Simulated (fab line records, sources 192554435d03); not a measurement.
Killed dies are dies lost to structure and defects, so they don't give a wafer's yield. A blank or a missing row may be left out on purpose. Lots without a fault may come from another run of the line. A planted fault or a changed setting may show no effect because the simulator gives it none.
Which tool did it? | flow n5_finfet | 24 lots, 72 wafers sampled, at 5 steps of a route of 1938

WHAT THE GAUGES READ, wafer by wafer
N5_BEOL_M3_CD_MEAS_18: pitch 36 nm, target cd 18 nm.
lot  | measured     | on        | cd_nm (nm)
L074 | day 7 22:46  | cd_sem-01 | 17.6 17.3 17.5
L075 | day 8 08:53  | cd_sem-02 | 17.8 17.6 17.4
L076 | day 8 10:14  | cd_sem-03 | 17.8 17.9 18.0
L077 | day 8 10:43  | cd_sem-03 | 17.4 17.8 17.8
L078 | day 8 14:28  | cd_sem-02 | 18.0 17.4 17.7
L080 | day 8 19:01  | cd_sem-02 | 17.3 18.1 18.0
L079 | day 8 19:25  | cd_sem-01 | 18.3 17.8 17.7
L081 | day 9 01:23  | cd_sem-02 | 17.2 18.0 17.4
L082 | day 9 08:48  | cd_sem-03 | 17.2 17.3 17.4
L083 | day 10 06:25 | cd_sem-02 | 18.3 17.8 17.5
L084 | day 10 13:14 | cd_sem-01 | 17.8 18.2 17.4
L087 | day 11 01:08 | cd_sem-02 | 17.8 18.0 17.5
L085 | day 11 01:27 | cd_sem-03 | 17.9 18.2 18.0
L086 | day 11 01:13 | cd_sem-03 | 17.2 17.0 17.0
L089 | day 11 13:52 | cd_sem-02 | 16.9 17.6 17.8
L088 | day 11 17:55 | cd_sem-02 | 18.2 17.8 18.3
L090 | day 12 00:27 | cd_sem-01 | 17.7 17.5 17.7
L091 | day 12 01:04 | cd_sem-02 | 17.5 17.4 17.4
L092 | day 12 05:08 | cd_sem-01 | 17.5 17.5 17.9
L093 | day 12 07:43 | cd_sem-03 | 18.0 17.5 18.3
L094 | day 12 15:26 | cd_sem-02 | 18.2 17.6 17.9
L095 | day 12 18:06 | cd_sem-03 | 18.3 18.3 17.3
L096 | day 13 07:00 | cd_sem-01 | 17.8 18.7 18.0
L097 | day 13 15:13 | cd_sem-02 | 17.5 17.9 18.4

WHICH TOOL RAN EACH LOT (tool, then ch and the chambers of the sampled wafers, then the start)
lot  | N5_BEOL_M2_ANNEAL_87         | N5_BEOL_M2_ANNEAL_91         | N5_BEOL_M2_SPUTTER_94        | N5_BEOL_M2_SPUTTER_96
L074 | pvd_sputter-02, day 7 19:12  | pvd_sputter-02, day 7 19:38  | pvd_sputter-02, day 7 20:00  | pvd_sputter-02, day 7 20:13
L075 | pvd_sputter-03, day 8 02:34  | pvd_sputter-03, day 8 03:00  | pvd_sputter-03, day 8 03:22  | pvd_sputter-03, day 8 03:35
L076 | pvd_sputter-02, day 8 05:35  | pvd_sputter-02, day 8 06:01  | pvd_sputter-02, day 8 06:23  | pvd_sputter-02, day 8 06:36
L077 | pvd_sputter-03, day 8 05:42  | pvd_sputter-03, day 8 06:08  | pvd_sputter-03, day 8 06:30  | pvd_sputter-03, day 8 06:43
L078 | pvd_sputter-03, day 8 10:19  | pvd_sputter-03, day 8 10:46  | pvd_sputter-03, day 8 11:07  | pvd_sputter-03, day 8 11:20
L080 | pvd_sputter-03, day 8 14:37  | pvd_sputter-03, day 8 15:04  | pvd_sputter-03, day 8 15:25  | pvd_sputter-03, day 8 15:38
L079 | pvd_sputter-01, day 8 15:53  | pvd_sputter-01, day 8 16:20  | pvd_sputter-01, day 8 16:41  | pvd_sputter-01, day 8 16:55
L081 | pvd_sputter-01, day 8 20:16  | pvd_sputter-01, day 8 20:43  | pvd_sputter-01, day 8 21:04  | pvd_sputter-01, day 8 21:17
L082 | pvd_sputter-01, day 9 04:06  | pvd_sputter-01, day 9 04:32  | pvd_sputter-01, day 9 04:54  | pvd_sputter-01, day 9 05:07
L083 | pvd_sputter-02, day 10 01:55 | pvd_sputter-02, day 10 02:22 | pvd_sputter-02, day 10 02:43 | pvd_sputter-02, day 10 02:56
L084 | pvd_sputter-01, day 10 09:13 | pvd_sputter-01, day 10 09:40 | pvd_sputter-01, day 10 10:01 | pvd_sputter-01, day 10 10:14
L087 | pvd_sputter-03, day 10 20:44 | pvd_sputter-03, day 10 21:10 | pvd_sputter-03, day 10 21:32 | pvd_sputter-03, day 10 21:45
L085 | pvd_sputter-02, day 10 20:52 | pvd_sputter-02, day 10 21:18 | pvd_sputter-02, day 10 21:40 | pvd_sputter-02, day 10 21:53
L086 | pvd_sputter-01, day 10 21:00 | pvd_sputter-01, day 10 21:26 | pvd_sputter-01, day 10 21:48 | pvd_sputter-01, day 10 22:01
L089 | pvd_sputter-02, day 11 09:42 | pvd_sputter-02, day 11 10:08 | pvd_sputter-02, day 11 10:30 | pvd_sputter-02, day 11 10:43
L088 | pvd_sputter-02, day 11 13:48 | pvd_sputter-02, day 11 14:14 | pvd_sputter-02, day 11 14:36 | pvd_sputter-02, day 11 14:49
L090 | pvd_sputter-03, day 11 18:38 | pvd_sputter-03, day 11 19:05 | pvd_sputter-03, day 11 19:26 | pvd_sputter-03, day 11 19:40
L091 | pvd_sputter-03, day 11 20:29 | pvd_sputter-03, day 11 20:55 | pvd_sputter-03, day 11 21:17 | pvd_sputter-03, day 11 21:30
L092 | pvd_sputter-01, day 12 01:32 | pvd_sputter-01, day 12 01:58 | pvd_sputter-01, day 12 02:20 | pvd_sputter-01, day 12 02:33
L093 | pvd_sputter-03, day 12 03:05 | pvd_sputter-03, day 12 03:32 | pvd_sputter-03, day 12 03:53 | pvd_sputter-03, day 12 04:07
L094 | pvd_sputter-03, day 12 10:49 | pvd_sputter-03, day 12 11:16 | pvd_sputter-03, day 12 11:37 | pvd_sputter-03, day 12 11:50
L095 | pvd_sputter-02, day 12 12:57 | pvd_sputter-02, day 12 13:23 | pvd_sputter-02, day 12 13:45 | pvd_sputter-02, day 12 13:58
L096 | pvd_sputter-01, day 13 03:03 | pvd_sputter-01, day 13 03:29 | pvd_sputter-01, day 13 03:51 | pvd_sputter-01, day 13 04:04
L097 | pvd_sputter-03, day 13 09:31 | pvd_sputter-03, day 13 09:58 | pvd_sputter-03, day 13 10:19 | pvd_sputter-03, day 13 10:32
- N5_BEOL_M2_ANNEAL_87: time 240 s.
- N5_BEOL_M2_ANNEAL_91: time 240 s.
- N5_BEOL_M2_SPUTTER_94: material Cu, target thk 4.5 nm, time 8.29 s.
- N5_BEOL_M2_SPUTTER_96: material Cu, target thk 4.5 nm, time 8.29 s.

WHAT THE TOOLS THEMSELVES READ (means of the sampled wafers that have a number; where no wafer has one, the mark that the record gives instead)
N5_BEOL_M2_ANNEAL_87.
lot  | tool           | heater_power_w (W)
L074 | pvd_sputter-02 | 805
L075 | pvd_sputter-03 | 920
L076 | pvd_sputter-02 | 859
L077 | pvd_sputter-03 | 914
L078 | pvd_sputter-03 | 917
L080 | pvd_sputter-03 | 838
L079 | pvd_sputter-01 | 819
L081 | pvd_sputter-01 | 836
L082 | pvd_sputter-01 | 811
L083 | pvd_sputter-02 | 883
L084 | pvd_sputter-01 | 822
L087 | pvd_sputter-03 | 803
L085 | pvd_sputter-02 | 804
L086 | pvd_sputter-01 | 832
L089 | pvd_sputter-02 | 870
L088 | pvd_sputter-02 | 898
L090 | pvd_sputter-03 | 892
L091 | pvd_sputter-03 | 875
L092 | pvd_sputter-01 | 836
L093 | pvd_sputter-03 | 842
L094 | pvd_sputter-03 | 858
L095 | pvd_sputter-02 | 858
L096 | pvd_sputter-01 | 827
L097 | pvd_sputter-03 | 877

N5_BEOL_M2_ANNEAL_91.
lot  | tool           | heater_power_w (W)
L074 | pvd_sputter-02 | 807
L075 | pvd_sputter-03 | 922
L076 | pvd_sputter-02 | 853
L077 | pvd_sputter-03 | 926
L078 | pvd_sputter-03 | 922
L080 | pvd_sputter-03 | 826
L079 | pvd_sputter-01 | 823
L081 | pvd_sputter-01 | 827
L082 | pvd_sputter-01 | 818
L083 | pvd_sputter-02 | 871
L084 | pvd_sputter-01 | 825
L087 | pvd_sputter-03 | 789
L085 | pvd_sputter-02 | 817
L086 | pvd_sputter-01 | 831
L089 | pvd_sputter-02 | 852
L088 | pvd_sputter-02 | 891
L090 | pvd_sputter-03 | 873
L091 | pvd_sputter-03 | 873
L092 | pvd_sputter-01 | 834
L093 | pvd_sputter-03 | 838
L094 | pvd_sputter-03 | 881
L095 | pvd_sputter-02 | 854
L096 | pvd_sputter-01 | 832
L097 | pvd_sputter-03 | 877

N5_BEOL_M2_SPUTTER_94.
lot  | tool           | throttle_valve_pct (%)
L074 | pvd_sputter-02 | 28.8
L075 | pvd_sputter-03 | 29.0
L076 | pvd_sputter-02 | 29.6
L077 | pvd_sputter-03 | 29.4
L078 | pvd_sputter-03 | 29.4
L080 | pvd_sputter-03 | 29.5
L079 | pvd_sputter-01 | 30.7
L081 | pvd_sputter-01 | 31.1
L082 | pvd_sputter-01 | 31.2
L083 | pvd_sputter-02 | 29.2
L084 | pvd_sputter-01 | 31.2
L087 | pvd_sputter-03 | 29.7
L085 | pvd_sputter-02 | 28.8
L086 | pvd_sputter-01 | 31.6
L089 | pvd_sputter-02 | 29.0
L088 | pvd_sputter-02 | 29.8
L090 | pvd_sputter-03 | 29.5
L091 | pvd_sputter-03 | 28.9
L092 | pvd_sputter-01 | 31.6
L093 | pvd_sputter-03 | 29.9
L094 | pvd_sputter-03 | 30.0
L095 | pvd_sputter-02 | 29.6
L096 | pvd_sputter-01 | 31.4
L097 | pvd_sputter-03 | 29.5

N5_BEOL_M2_SPUTTER_96.
lot  | tool           | throttle_valve_pct (%)
L074 | pvd_sputter-02 | 29.0
L075 | pvd_sputter-03 | 28.8
L076 | pvd_sputter-02 | 29.5
L077 | pvd_sputter-03 | 29.4
L078 | pvd_sputter-03 | 29.3
L080 | pvd_sputter-03 | 29.6
L079 | pvd_sputter-01 | 30.8
L081 | pvd_sputter-01 | 31.2
L082 | pvd_sputter-01 | 31.1
L083 | pvd_sputter-02 | 29.1
L084 | pvd_sputter-01 | 31.2
L087 | pvd_sputter-03 | 29.7
L085 | pvd_sputter-02 | 28.9
L086 | pvd_sputter-01 | 31.6
L089 | pvd_sputter-02 | 29.2
L088 | pvd_sputter-02 | 29.6
L090 | pvd_sputter-03 | 29.7
L091 | pvd_sputter-03 | 28.9
L092 | pvd_sputter-01 | 31.5
L093 | pvd_sputter-03 | 29.7
L094 | pvd_sputter-03 | 30.1
L095 | pvd_sputter-02 | 29.6
L096 | pvd_sputter-01 | 31.5
L097 | pvd_sputter-03 | 29.5

THE ANSWER, worked out from the rows above alone
Rule: what is usual is taken from the lots themselves. Put in order of their means at a reading, lots are off if they are a third of the lots or fewer, leave a main group of 4 or more, and stand apart from it by a gap of 3 or more times the standard deviation of the main group's means; of several such gaps the widest counts. A main group whose means are all the same, to the digits that the tables above print for the reading, isn't used. A lot without any number at a reading at which 4 lots or more have one is off too. The other lots that the step has rows for count as sound. The gauges are gone through in route order, then the tools' own readings, and for those a lot's mean is taken as printed above. The first step at which some lot is off is used, and at that step the reading that is off furthest; a lot without a number counts as furthest.
No lot is off at any reading shown: from this, nothing can be told.

WHAT THE SIMULATOR HAD PUT IN
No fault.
